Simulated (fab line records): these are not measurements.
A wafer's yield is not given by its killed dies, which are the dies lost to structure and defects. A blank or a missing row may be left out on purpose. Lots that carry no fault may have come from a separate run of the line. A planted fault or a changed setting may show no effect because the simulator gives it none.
fab line records	flow n5Finfet	part 1 of 2: steps 1 to 23 of 31
record: lots: 5	wafers: 15	lastDay: 16
route steps=1938 shown BEOL_M11@1593 BEOL_M12@1602
lots that met no fault: taken from a fault-free run of the same line
startH: hours from the record's opening day to when the first of the lot's shown wafers began	waitH: hours since the lot's step before	" repeats the value in the row above	L1.1+2: one row covering several wafers at once	- no value, or no start given	* or withheld: withheld	< > ~ a bound
route shown NAME@n: NAME is a module with steps in the file, n the number in the route of the first one	usual: mean/standard deviation taken from wafers without a fault	same: alike in all rows	chamber/n: place in a boat	sites: per-site readings	_std_site: how widely they spread, as a standard deviation	_edge_site: mean of outer sites minus mean of inner sites	radiusMm: how far each site lies from the wafer's centre	mask NAME#n: copy n	behind: the last tool/chamber to shape the wafer	hold: why the lot went on hold/how many hours it stayed there/how the hold came to an end	device: the transistor (n, p or np) that didn't switch	end of line: at the end of the route, the tests of the same wafers	a step with no rows: only its recipe	killed: at the first sort, the dies lost to defects and structure; wafer yield is something else	map: shows each die of a wafer: x if killed, . if not, _ if none is there
set.NAME: setting as actually run; set.NAME@STEP: the setting as run at that earlier step	model.NAME: the simulator's own value behind a step, which no gauge read
lots at some steps of the route; a table a step, a row a wafer
services: a tool's chamber out of use, with start hour (startH, from the record's first day; less than 0 if before it), hours out, and reason
== steps ==
step: N5_BEOL_M11_SPUTTER_48
recipe: material: Cu	targetThkA: 120	tempC: -20	biasV: 60	powerW: 26000	chamberPressurePa: 0.13	timeS: 2
usual: throttleValvePct: 30.4/1
lot.wafer	tool	chamber	startH	waitH	throttleValvePct
L074.3	pvdSputter-01	-	231.56	0.3	32.8
L074.5	"	-	"	"	30.1
L074.6	"	-	"	"	32.9
L076.1	pvdSputter-03	-	256.42	0.8	31.1
L076.4	"	-	"	"	28.9
L076.6	"	-	"	"	31.2
L079.2	pvdSputter-02	-	263.30	0.9	29.8
L079.5	"	-	"	"	31.0
L079.6	"	-	"	"	30.4
L091.1	pvdSputter-03	-	321.87	0.2	28.6
L091.4	"	-	"	"	29.0
L091.6	"	-	"	"	31.0
L088.1	pvdSputter-02	-	327.14	0.1	30.8
L088.2	"	-	"	"	30.6
L088.4	"	-	"	"	29.8
step: N5_BEOL_M11_ECD_50
recipe: material: Cu	targetThkA: 3180
lot.wafer	tool	chamber	startH	waitH
L074.3+5+6	ecdCu-01	0,1,0	231.70	0.1
L076.1+4+6	ecdCu-02	0,1,0	256.54	0.1
L079.2+5+6	ecdCu-02	1,0,1	263.42	0.1
L091.1+4+6	ecdCu-01	1	321.99	0.1
L088.1+2+4	ecdCu-01	0,1,1	327.26	0.1
step: N5_BEOL_M11_ANNEAL_51
recipe: tempC: 225	timeS: 90	ambient: N2
usual: annealTempC: 224.97/0.16	wafer_temp_C_max: 225.89/0.24
lot.wafer	tool	chamber	startH	waitH	annealTempC	wafer_temp_C_max
L074.3	rtpAnneal-01	0	232.32	0.6	224.69	226.12
L074.5	"	0	"	"	225.15	225.69
L074.6	"	0	"	"	225.10	225.86
L076.1	rtpAnneal-01	0	256.81	0.2	225.20	225.43
L076.4	"	0	"	"	224.93	225.61
L076.6	"	0	"	"	225.07	225.59
L079.2	rtpAnneal-01	0	263.57	0.1	225.16	225.74
L079.5	"	0	"	"	225.05	226.22
L079.6	"	0	"	"	224.81	225.66
L091.1	rtpAnneal-01	0	322.12	0.1	225.31	225.28
L091.4	"	0	"	"	225.12	225.51
L091.6	"	0	"	"	224.88	225.87
L088.1	rtpAnneal-01	0	327.37	0.1	225.21	225.65
L088.2	"	0	"	"	224.81	225.83
L088.4	"	0	"	"	224.94	225.96
step: N5_BEOL_M11_CMP_52
recipe: stopOn: SiCOH_lowk	tOverpolishS: 7	downForcePsi: 1	platenRpm: 50	clearingPlatenDownForcePsi: 1.5	clearingPlatenRpm: 50	postCmpClean: cuAlkaline	targetThkNm: 140	clearingPlatenPadVelocityMS: 0.99484	padVelocityMS: 0.99484
usual: barrierFieldEndpointS: 28.9/0.64	clearingPlatenRpm: 50.000/0.027	motorCurrentA: 6.2/0.39	overpolishRunS: 7.000/0.009	slurryFlowMlMin: 150.0/0.45	timeToEndpointS: 66/3.1
lot.wafer	tool	chamber	startH	waitH	barrierFieldEndpointS	clearingPlatenRpm	motorCurrentA	overpolishRunS	slurryFlowMlMin	timeToEndpointS
L074.3	cmp-02	2	232.84	0.4	28.2	50.022	6.3	7.011	150.6	66
L074.6	"	3	"	"	27.7	49.988	6.0	6.991	151.0	61
L074.5	"	0	"	"	29.1	49.997	6.1	6.996	150.1	69
L076.1	cmp-03	0	257.26	0.4	29.6	49.980	5.7	7.002	150.2	69
L076.4	"	3	"	"	29.7	49.987	6.5	7.005	150.5	72
L076.6	"	1	"	"	29.3	50.048	6.0	7.011	150.4	65
L079.2	cmp-04	1	263.98	0.4	28.8	50.006	6.2	7.018	150.1	66
L079.6	"	0	"	"	28.7	49.996	5.7	7.000	150.0	64
L079.5	"	1	"	"	29.5	49.975	6.3	7.006	149.5	71
L091.1	cmp-03	2	322.47	0.3	28.7	49.954	6.3	7.004	149.7	64
L091.4	"	3	"	"	30.1	49.994	6.5	7.001	149.1	67
L091.6	"	2	"	"	29.8	50.011	6.7	6.996	150.0	66
L088.2	cmp-04	0	327.71	0.2	28.3	50.007	5.8	7.001	149.9	64
L088.4	"	1	"	"	29.6	49.980	7.1	6.989	149.8	67
L088.1	"	2	"	"	27.5	49.990	6.4	7.006	149.2	62
step: N5_BEOL_M11_THK_MEAS_53
recipe: thkMeasGauge: xrf	reads: Cu_of_BEOL_M11_ECD_50
usual: M11_THK: 140.2/2.7
lot.wafer	tool	chamber	startH	waitH	M11_THK[nm]
L074.3	filmMetro-02	-	233.02	-	137.9
L074.5	"	-	"	"	137.1
L074.6	"	-	"	"	136.6
L076.1	filmMetro-01	-	257.56	-	140.6
L076.4	"	-	"	"	143.4
L076.6	"	-	"	"	139.8
L079.2	filmMetro-02	-	264.23	-	145.2
L079.5	"	-	"	"	138.0
L079.6	"	-	"	"	142.9
L091.1	filmMetro-02	-	322.73	-	141.8
L091.4	"	-	"	"	139.1
L091.6	"	-	"	"	141.0
L088.1	filmMetro-01	-	327.96	-	140.6
L088.2	"	-	"	"	136.4
L088.4	"	-	"	"	140.4
step: N5_BEOL_M11_PRE_CLEAN_55
recipe: gas: NH3	timeS: 15	tempC: withheld	rfPowerW: 300
lot.wafer	tool	chamber	startH	waitH
L074.3+5+6	pecvd-03	0,0,1	233.05	0.0
L076.1+4+6	pecvd-02	2,1,0	257.60	0.0
L079.2+5+6	pecvd-04	0,2,0	264.27	0.0
L091.1+4+6	pecvd-03	1,1,0	322.77	0.0
L088.1+2+4	pecvd-04	2,1,2	328.00	0.0
step: N5_BEOL_M11_DEP_56
recipe: material: SiCN	targetThkA: 300	tempC: withheld	precursor: 3MS/NH3	pressureTorr: 3	rfW: 675	timeS: 10.5
usual: showerheadPlenumPTorr: 4.173/0.022	throttleValvePct: 18.2/1
lot.wafer	tool	chamber	startH	waitH	showerheadPlenumPTorr	throttleValvePct
L074.3	pecvd-03	0	233.08	0.0	4.137	18.5
L074.5	"	0	"	"	4.132	18.2
L074.6	"	1	"	"	4.220	17.2
L076.1	pecvd-02	2	257.62	0.0	4.184	17.6
L076.4	"	1	"	"	4.149	17.8
L076.6	"	0	"	"	4.137	18.4
L079.2	pecvd-04	0	264.29	0.0	4.171	19.8
L079.5	"	2	"	"	4.160	16.6
L079.6	"	0	"	"	4.171	19.8
L091.1	pecvd-03	1	322.79	0.0	4.215	17.3
L091.4	"	1	"	"	4.207	17.2
L091.6	"	0	"	"	4.145	18.5
L088.1	pecvd-04	2	328.02	0.0	4.173	17.0
L088.2	"	1	"	"	4.183	19.4
L088.4	"	2	"	"	4.154	16.9
step: N5_BEOL_M11_RS_MEAS_57
recipe: thkMeasGauge: four-point-probe	reads: Cu_of_BEOL_M11_ECD_50+Co_of_BEOL_M11_CVD_75+TaN_of_BEOL_M11_ALD_74
usual: M11_RS: 0.154/0.003
lot.wafer	tool	chamber	startH	waitH	M11_RS[ohm/sq]
L074.3	filmMetro-02	-	233.14	0.0	0.155
L074.5	"	-	"	"	0.156
L074.6	"	-	"	"	0.157
L076.1	filmMetro-02	-	257.68	0.0	0.153
L076.4	"	-	"	"	0.149
L076.6	"	-	"	"	0.154
L079.2	filmMetro-01	-	264.36	0.0	0.147
L079.5	"	-	"	"	0.154
L079.6	"	-	"	"	0.150
L091.1	filmMetro-01	-	322.85	0.0	0.151
L091.4	"	-	"	"	0.154
L091.6	"	-	"	"	0.153
L088.1	filmMetro-01	-	328.09	0.0	0.154
L088.2	"	-	"	"	0.159
L088.4	"	-	"	"	0.155
step: N5_BEOL_M11_INSPECT_58
recipe: inspectInstrument: darkfield	mode: postDep
usual: rawDefectCount: 67/22
lot.wafer	tool	chamber	startH	waitH	rawDefectCount
L074.3	defectInspect-02	-	233.17	0.0	56
L074.5	"	-	"	"	42
L074.6	"	-	"	"	70
L076.1	defectInspect-01	-	257.71	0.0	69
L076.4	"	-	"	"	28
L076.6	"	-	"	"	85
L079.2	defectInspect-02	-	264.38	0.0	33
L079.5	"	-	"	"	48
L079.6	"	-	"	"	40
L091.1	defectInspect-01	-	322.88	0.0	62
L091.4	"	-	"	"	78
L091.6	"	-	"	"	76
L088.1	defectInspect-01	-	328.11	0.0	52
L088.2	"	-	"	"	45
L088.4	"	-	"	"	56
step: N5_BEOL_M12_ILD_DEP_00
recipe: material: SiOC	targetThkA: 6589.2	tempC: 350	precursor: DEMS/O2	pressureTorr: 5	rfW: 500	timeS: 130.7
usual: heaterPowerW: 488/84	showerheadPlenumPTorr: 5.696/0.011	throttleValvePct: 12.1/0.81
lot.wafer	tool	chamber	startH	waitH	heaterPowerW	showerheadPlenumPTorr	throttleValvePct
L074.3	pecvd-01	2	233.20	0.0	485	5.696	11.2
L074.5	"	2	"	"	508	5.701	11.5
L074.6	"	0	"	"	584	5.693	12.0
L076.1	pecvd-04	2	257.75	0.0	409	5.689	11.0
L076.4	"	2	"	"	435	5.698	11.2
L076.6	"	0	"	"	346	5.690	13.0
L079.2	pecvd-02	2	264.42	0.0	492	5.725	11.4
L079.5	"	1	"	"	513	5.690	11.5
L079.6	"	2	"	"	502	5.701	11.6
L091.1	pecvd-01	2	322.92	0.0	452	5.690	11.3
L091.4	"	0	"	"	591	5.697	11.9
L091.6	"	0	"	"	476	5.693	11.8
L088.1	pecvd-02	0	328.15	0.0	512	5.697	12.0
L088.2	"	1	"	"	523	5.698	11.7
L088.4	"	1	"	"	435	5.700	11.5
step: N5_BEOL_M12_THK_MEAS_01
recipe: reads: SiOC_of_BEOL_M12_ILD_DEP_00
usual: M12_ILD_THK: 660/9.3
lot.wafer	tool	chamber	startH	waitH	M12_ILD_THK[nm]
L074.3	filmMetro-01	-	233.35	0.1	650
L074.5	"	-	"	"	664
L074.6	"	-	"	"	677
L076.1	filmMetro-01	-	257.88	0.1	666
L076.4	"	-	"	"	668
L076.6	"	-	"	"	669
L079.2	filmMetro-01	-	264.55	0.1	668
L079.5	"	-	"	"	674
L079.6	"	-	"	"	676
L091.1	filmMetro-02	-	323.10	0.1	641
L091.4	"	-	"	"	649
L091.6	"	-	"	"	665
L088.1	filmMetro-02	-	328.28	0.1	652
L088.2	"	-	"	"	658
L088.4	"	-	"	"	671
step: N5_BEOL_M12_COAT_58
recipe: resist: BARC	tempC: 205	timeS: 60	spinRpm: 1500	resistThkNm: 89
usual: exhaustPa: 45.0/0.92
lot.wafer	tool	chamber	startH	waitH	exhaustPa
L074.3	lithoTrack-05	0	233.38	0.0	44.5
L074.5	"	0	"	"	44.9
L074.6	"	0	"	"	44.2
L076.1	lithoTrack-01	0	257.91	0.0	45.3
L076.4	"	0	"	"	44.8
L076.6	"	0	"	"	44.1
L079.2	lithoTrack-03	0	264.58	0.0	43.7
L079.5	"	0	"	"	42.8
L079.6	"	0	"	"	44.3
L091.1	lithoTrack-01	0	323.13	0.0	47.0
L091.4	"	0	"	"	45.9
L091.6	"	0	"	"	46.7
L088.1	lithoTrack-03	0	328.31	0.0	45.9
L088.2	"	0	"	"	45.4
L088.4	"	0	"	"	45.7
step: N5_BEOL_M12_COAT_04
recipe: spinRpm: 1625	resistThkNm: 400
usual: exhaustPa: 45.2/1.1
lot.wafer	tool	chamber	startH	waitH	exhaustPa
L074.3	lithoTrack-05	0	-	-	47.1
L074.5	"	0	"	"	46.7
L074.6	"	0	"	"	46.7
L076.1	lithoTrack-01	0	-	-	46.9
L076.4	"	0	"	"	45.3
L076.6	"	0	"	"	45.2
L079.2	lithoTrack-03	0	-	-	45.7
L079.5	"	0	"	"	45.8
L079.6	"	0	"	"	45.0
L091.1	lithoTrack-01	0	-	-	45.9
L091.4	"	0	"	"	46.9
L091.6	"	0	"	"	46.8
L088.1	lithoTrack-03	0	-	-	45.6
L088.2	"	0	"	"	43.9
L088.4	"	0	"	"	45.7
step: N5_BEOL_M12_EBR_06
recipe: solvent: PGMEA	ebrWidthMm: 1.5
usual: exhaustPa: 45.2/0.85
same: ebrWidthMm: 1.5
lot.wafer	tool	chamber	startH	waitH	exhaustPa
L074.3	lithoTrack-05	0	-	-	44.4
L074.5	"	0	"	"	45.9
L074.6	"	0	"	"	46.4
L076.1	lithoTrack-01	0	-	-	45.2
L076.4	"	0	"	"	45.0
L076.6	"	0	"	"	45.4
L079.2	lithoTrack-03	0	-	-	45.9
L079.5	"	0	"	"	46.3
L079.6	"	0	"	"	44.8
L091.1	lithoTrack-01	0	-	-	46.0
L091.4	"	0	"	"	46.2
L091.6	"	0	"	"	45.7
L088.1	lithoTrack-03	0	-	-	45.4
L088.2	"	0	"	"	45.6
L088.4	"	0	"	"	45.7
step: N5_BEOL_M12_SOFTBAKE_05
recipe: tempC: 130	timeS: 60
usual: exhaustPa: 45.0/0.75
lot.wafer	tool	chamber	startH	waitH	exhaustPa
L074.3	lithoTrack-05	0	-	-	44.8
L074.5	"	0	"	"	44.4
L074.6	"	0	"	"	45.1
L076.1	lithoTrack-01	0	-	-	44.9
L076.4	"	0	"	"	45.7
L076.6	"	0	"	"	45.5
L079.2	lithoTrack-03	0	-	-	45.2
L079.5	"	0	"	"	45.1
L079.6	"	0	"	"	44.5
L091.1	lithoTrack-01	0	-	-	44.0
L091.4	"	0	"	"	45.5
L091.6	"	0	"	"	46.0
L088.1	lithoTrack-03	0	-	-	44.6
L088.2	"	0	"	"	44.2
L088.4	"	0	"	"	45.5
step: N5_BEOL_M12_EXPOSE_07
recipe: maskId: V11	na: 0.93	sourceShape: conventional	sigmaOuter: 0.6	polarization: unpolarized	attpsmPhaseDeg: 180	doseMj: 32.5
usual: focusOffsetNm: 0.2/0.54
lot.wafer	tool	chamber	startH	waitH	mask	focusOffsetNm
L074.3	krfScanner-01	0	233.62	-	V11#0	0.4
L074.5	"	0	"	"	V11#0	0.0
L074.6	"	0	"	"	V11#0	0.2
L076.1	krfScanner-02	0	258.14	-	V11#0	-0.2
L076.4	"	0	"	"	V11#0	-0.3
L076.6	"	0	"	"	V11#0	0.6
L079.2	krfScanner-01	0	264.81	-	V11#0	0.0
L079.5	"	0	"	"	V11#0	1.2
L079.6	"	0	"	"	V11#0	-0.9
L091.1	krfScanner-01	0	323.35	-	V11#0	0.2
L091.4	"	0	"	"	V11#0	0.9
L091.6	"	0	"	"	V11#0	-0.1
L088.1	krfScanner-02	0	328.41	-	V11#0	0.2
L088.2	"	0	"	"	V11#0	0.4
L088.4	"	0	"	"	V11#0	0.0
step: N5_BEOL_M12_PEB_08
recipe: pebTempC: 130	pebTimeS: 90
usual: exhaustPa: 45.0/0.91
lot.wafer	tool	chamber	startH	waitH	exhaustPa
L074.3	lithoTrack-05	0	233.66	0.0	44.7
L074.5	"	0	"	"	45.3
L074.6	"	0	"	"	44.9
L076.1	lithoTrack-01	0	258.19	0.1	46.2
L076.4	"	0	"	"	45.0
L076.6	"	0	"	"	44.4
L079.2	lithoTrack-01	0	264.87	0.0	43.6
L079.5	"	0	"	"	43.2
L079.6	"	0	"	"	42.9
L091.1	lithoTrack-03	0	323.41	0.1	45.0
L091.4	"	0	"	"	45.4
L091.6	"	0	"	"	46.5
L088.1	lithoTrack-03	0	328.47	0.1	44.3
L088.2	"	0	"	"	43.7
L088.4	"	0	"	"	44.2
step: N5_BEOL_M12_DEVELOP_09
recipe: developTimeS: 45	rinseLiquid: diw	dry: airSpin	devTempC: 21
usual: exhaustPa: 44.6/0.85
lot.wafer	tool	chamber	startH	waitH	exhaustPa
L074.3	lithoTrack-05	0	-	-	44.8
L074.5	"	0	"	"	43.9
L074.6	"	0	"	"	43.4
L076.1	lithoTrack-01	0	-	-	44.6
L076.4	"	0	"	"	45.5
L076.6	"	0	"	"	45.1
L079.2	lithoTrack-01	0	-	-	44.8
L079.5	"	0	"	"	43.8
L079.6	"	0	"	"	44.4
L091.1	lithoTrack-03	0	-	-	45.8
L091.4	"	0	"	"	44.4
L091.6	"	0	"	"	44.7
L088.1	lithoTrack-03	0	-	-	44.5
L088.2	"	0	"	"	44.1
L088.4	"	0	"	"	42.5
step: N5_BEOL_M12_HARDBAKE_14
recipe: tempC: 130	timeS: 120
usual: exhaustPa: 44.9/0.93
lot.wafer	tool	chamber	startH	waitH	exhaustPa
L074.3	lithoTrack-05	0	-	-	45.7
L074.5	"	0	"	"	46.1
L074.6	"	0	"	"	45.9
L076.1	lithoTrack-01	0	-	-	42.7
L076.4	"	0	"	"	44.9
L076.6	"	0	"	"	43.9
L079.2	lithoTrack-01	0	-	-	45.8
L079.5	"	0	"	"	45.7
L079.6	"	0	"	"	45.1
L091.1	lithoTrack-03	0	-	-	46.5
L091.4	"	0	"	"	45.8
L091.6	"	0	"	"	46.8
L088.1	lithoTrack-03	0	-	-	43.9
L088.2	"	0	"	"	44.1
L088.4	"	0	"	"	44.2
step: N5_BEOL_M12_CD_MEAS_10
recipe: targetCdNm: 140	landingEnergyEv: 500	detector: seInlens	polarity: opening
usual: cdNm: 140.1/1.9
lot.wafer	tool	chamber	startH	waitH	cdNm
L074.3	cdSem-01	0	233.78	-	139.4
L074.5	"	0	"	"	141.1
L074.6	"	0	"	"	136.8
L076.1	cdSem-01	0	258.31	-	142.6
L076.4	"	0	"	"	142.4
L076.6	"	0	"	"	139.8
L079.2	cdSem-01	0	264.98	-	138.5
L079.5	"	0	"	"	142.7
L079.6	"	0	"	"	140.7
L091.1	cdSem-03	0	323.53	-	140.1
L091.4	"	0	"	"	141.9
L091.6	"	0	"	"	141.8
L088.1	cdSem-03	0	328.58	-	139.4
L088.2	"	0	"	"	140.4
L088.4	"	0	"	"	141.0
step: N5_BEOL_M12_OVL_MEAS_11
recipe: pointsPerWafer: 44
usual: V11_OVL: -2/5.6
lot.wafer	tool	chamber	startH	waitH	V11_OVL[nm]
L074.3	overlay-01	0	233.81	0.0	-12
L074.5	"	0	"	"	-4
L074.6	"	0	"	"	0
L076.1	overlay-01	0	258.34	0.0	-1
L076.4	"	0	"	"	9
L076.6	"	0	"	"	1
L079.2	overlay-02	0	265.01	0.0	-10
L079.5	"	0	"	"	-8
L079.6	"	0	"	"	-3
L091.1	overlay-01	0	323.56	0.0	-12
L091.4	"	0	"	"	-3
L091.6	"	0	"	"	-2
L088.1	overlay-02	0	328.61	0.0	4
L088.2	"	0	"	"	6
L088.4	"	0	"	"	8
step: N5_BEOL_M12_INSPECT_12
recipe: mode: adi	inspectInstrument: macro
usual: rawDefectCount: 1.9/1.3
lot.wafer	tool	chamber	startH	waitH	rawDefectCount
L074.3	defectInspect-01	-	233.83	0.0	1
L074.5	"	-	"	"	3
L074.6	"	-	"	"	2
L076.1	defectInspect-01	-	258.36	0.0	2
L076.4	"	-	"	"	2
L076.6	"	-	"	"	3
L079.2	defectInspect-01	-	265.03	0.0	1
L079.5	"	-	"	"	0
L079.6	"	-	"	"	2
L091.1	defectInspect-01	-	323.58	0.0	2
L091.4	"	-	"	"	3
L091.6	"	-	"	"	3
L088.1	defectInspect-01	-	328.64	0.0	4
L088.2	"	-	"	"	0
L088.4	"	-	"	"	3
step: N5_BEOL_M12_DESCUM_15
recipe: chemistry: O2	timeS: 7.9	sourcePowerW: 50	biasPowerW: 20	pressureMtorr: 20	rfFrequencyHz: 2.712e+07	tempC: 40	o2FlowSccm: 225
usual: drypumpMotorCurrentA: 5.8/0.5	oesProductAu: 0.76/0.081	rfVppV: 243.0/1.4	showerheadPlenumPTorr: 2.07/0.066	throttleValvePct: 20.57/0.18
lot.wafer	tool	chamber	startH	waitH	drypumpMotorCurrentA	oesProductAu	rfHoursCounterH	rfVppV	showerheadPlenumPTorr	throttleValvePct
L074.3	rieDiel-05	3	233.87	0.0	5.4	0.74	186	242.7	2.08	20.53
L074.5	"	2	"	"	6.5	0.78	-	243.6	2.09	20.35
L074.6	"	3	"	"	5.4	0.74	-	243.9	2.09	20.53
L076.1	rieDiel-04	0	258.40	0.0	6.0	0.72	162	244.1	2.17	20.54
L076.4	"	1	"	"	5.8	0.82	75	243.4	2.11	20.65
L076.6	"	1	"	"	5.9	0.81	-	243.2	2.11	20.65
L079.2	rieDiel-05	3	265.18	0.1	5.4	0.73	199	242.3	2.08	20.55
L079.5	"	2	"	"	6.5	0.77	-	242.3	2.09	20.39
L079.6	"	3	"	"	5.4	0.73	-	242.9	2.08	20.54
L091.1	rieDiel-05	3	323.61	0.0	5.4	0.71	220	242.7	2.07	20.58
L091.4	"	1	"	"	6.1	0.70	248	241.9	1.95	20.70
L091.6	"	3	"	"	5.4	0.72	-	243.5	2.07	20.58
L088.1	rieDiel-05	2	329.02	0.4	6.5	0.74	188	244.8	2.08	20.41
L088.2	"	3	"	"	5.4	0.71	222	243.7	2.07	20.60
L088.4	"	0	"	"	5.7	0.69	-	244.4	2.07	20.88
